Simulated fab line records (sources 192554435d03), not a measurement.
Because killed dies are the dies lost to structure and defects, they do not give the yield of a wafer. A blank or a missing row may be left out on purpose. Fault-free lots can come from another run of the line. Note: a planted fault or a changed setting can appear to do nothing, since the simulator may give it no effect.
Matching of chambers + flow n5-finfet + rie-diel-05 running N5_FIN_SAQP_HM_OPEN_33: 4 sister chambers
The step chemistry CH3F/O2, target SiNx, target depth 49.4 nm, time 70.6 s. 16 wafers are shown with their chamber, then 8 later ones without.

## WAFERS WITH THEIR CHAMBER
| wafer  | chamber | drypump-motor-current-A (A) | throttle-valve-pct (%) | showerhead-plenum-p-Torr (Torr) |
|--------|---------|-----------------------------|------------------------|---------------------------------|
| L079.1 | 0       | 5.5                         | 16.53                  | 2.03                            |
| L079.3 | 2       | 4.9                         | 16.01                  | 2.08                            |
| L079.5 | 1       | 6.3                         | 16.38                  | 2.05                            |
| L080.1 | 0       | 5.5                         | 16.55                  | 2.03                            |
| L080.2 | 1       | 6.2                         | 16.39                  | 2.05                            |
| L080.4 | 3       | 5.5                         | 16.03                  | 2.11                            |
| L087.3 | 0       | 5.5                         | 16.57                  | 2.03                            |
| L087.4 | 2       | 4.9                         | 16.05                  | 2.07                            |
| L087.5 | 2       | 4.9                         | 16.05                  | 2.07                            |
| L090.2 | 1       | 6.2                         | 16.41                  | 2.04                            |
| L090.5 | 0       | 5.5                         | 16.58                  | 2.03                            |
| L090.6 | 3       | 5.5                         | 16.05                  | 2.11                            |
| L091.1 | 1       | 6.2                         | 16.42                  | 2.04                            |
| L091.2 | 3       | 5.4                         | 16.06                  | 2.10                            |
| L091.6 | 3       | 5.4                         | 16.05                  | 2.11                            |
| L092.1 | 1       | 6.2                         | 16.46                  | 2.04                            |

SIGNATURES, as means of the wafers listed above
| reading                  | chamber 0 | chamber 1 | chamber 2 | chamber 3 | scatter within a chamber |
|--------------------------|-----------|-----------|-----------|-----------|--------------------------|
| drypump-motor-current-A  | 5.500     | 6.220     | 4.900     | 5.450     | 0.0387                   |
| throttle-valve-pct       | 16.5575   | 16.4120   | 16.0367   | 16.0475   | 0.024                    |
| showerhead-plenum-p-Torr | 2.0300    | 2.0440    | 2.0733    | 2.1075    | 0.00467                  |
Rule: a wafer lies at a distance from a chamber equal to the root of the sum of squares, over the readings, of (its reading less the chamber's mean, divided by the reading's scatter). The wafer belongs to the nearest chamber; if the next one is less than 2 further off, it can't be placed. The scatter: the root of (the sum of the squares of (reading less its chamber's mean) over the shown wafers, divided by (wafers less chambers)).

## WAFERS WITHOUT THEIR CHAMBER
| wafer  | drypump-motor-current-A (A) | throttle-valve-pct (%) | showerhead-plenum-p-Torr (Torr) |
|--------|-----------------------------|------------------------|---------------------------------|
| L092.3 | 5.4                         | 16.07                  | 2.10                            |
| L092.4 | 4.9                         | 16.05                  | 2.07                            |
| L095.2 | 6.2                         | 16.45                  | 2.04                            |
| L095.3 | 5.5                         | 16.58                  | 2.02                            |
| L095.5 | 5.5                         | 16.60                  | 2.02                            |
| L097.1 | 5.5                         | 16.61                  | 2.02                            |
| L097.3 | 5.4                         | 16.07                  | 2.10                            |
| L097.5 | 5.5                         | 16.59                  | 2.02                            |

## EACH ONE'S CHAMBER
| wafer  | from the rows above | in truth |
|--------|---------------------|----------|
| L092.3 | 3                   | 3        |
| L092.4 | 2                   | 2        |
| L095.2 | 1                   | 1        |
| L095.3 | 0                   | 0        |
| L095.5 | 0                   | 0        |
| L097.1 | 0                   | 0        |
| L097.3 | 3                   | 3        |
| L097.5 | 0                   | 0        |
Correct placement for 8 of the 8. Left unplaced by these rows: 0. Number placed wrongly: 0.
